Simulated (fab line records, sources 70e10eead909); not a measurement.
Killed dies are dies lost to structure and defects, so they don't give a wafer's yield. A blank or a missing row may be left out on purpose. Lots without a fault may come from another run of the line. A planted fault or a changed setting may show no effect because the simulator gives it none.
Chamber matching | flow nand_harc | NHARC_A_CHANNEL_HOLE_D1_ETCH_38 on rie_diel-12: 4 sister chambers
The step etches the open film in CF4, target depth 39 nm, time 65 s. 8 wafers are shown with their chamber, then 9 later ones without.

WAFERS WITH THEIR CHAMBER
wafer  | chamber | drypump_motor_current_A (A) | rf_vpp_V (V)
L752.6 | 3       | 6.0                         | 150.0
L756.3 | 0       | 6.5                         | 153.0
L756.5 | 1       | 5.1                         | 151.0
L759.5 | 2       | 5.7                         | 151.3
L759.6 | 3       | 6.1                         | 151.1
L761.3 | 2       | 5.7                         | 153.6
L761.5 | 1       | 5.1                         | 150.4
L761.6 | 0       | 6.5                         | 153.0

WAFERS WITHOUT THEIR CHAMBER
wafer  | drypump_motor_current_A (A) | rf_vpp_V (V)
L762.1 | 5.1                         | 152.0
L762.3 | 6.5                         | 150.2
L762.5 | 6.0                         | 151.0
L763.1 | 5.1                         | 151.4
L763.2 | 6.0                         | 150.2
L763.5 | 5.7                         | 152.0
L769.1 | 5.7                         | 150.2
L769.2 | 6.5                         | 151.8
L769.4 | 5.1                         | 151.6

WHICH CHAMBER EACH WENT THROUGH
wafer  | from the rows above | in truth
L762.1 | 1                   | 1
L762.3 | 0                   | 0
L762.5 | 3                   | 3
L763.1 | 1                   | 1
L763.2 | 3                   | 3
L763.5 | 2                   | 2
L769.1 | 2                   | 2
L769.2 | 0                   | 0
L769.4 | 1                   | 1
Placed correctly: 9 of 9. Can't be placed from these rows: 0. Placed wrongly: 0.
How it was worked out, from the rows above alone: a wafer's distance from a chamber is the root of the sum, over the readings, of the square of ((its reading less the chamber's mean) divided by the reading's scatter). The wafer belongs to the nearest chamber; if the next one is less than 2 further off, it can't be placed. A chamber's mean is the mean of its shown wafers. The scatter: the root of (the sum of the squares of (reading less its chamber's mean) over the shown wafers, divided by (wafers less chambers)).
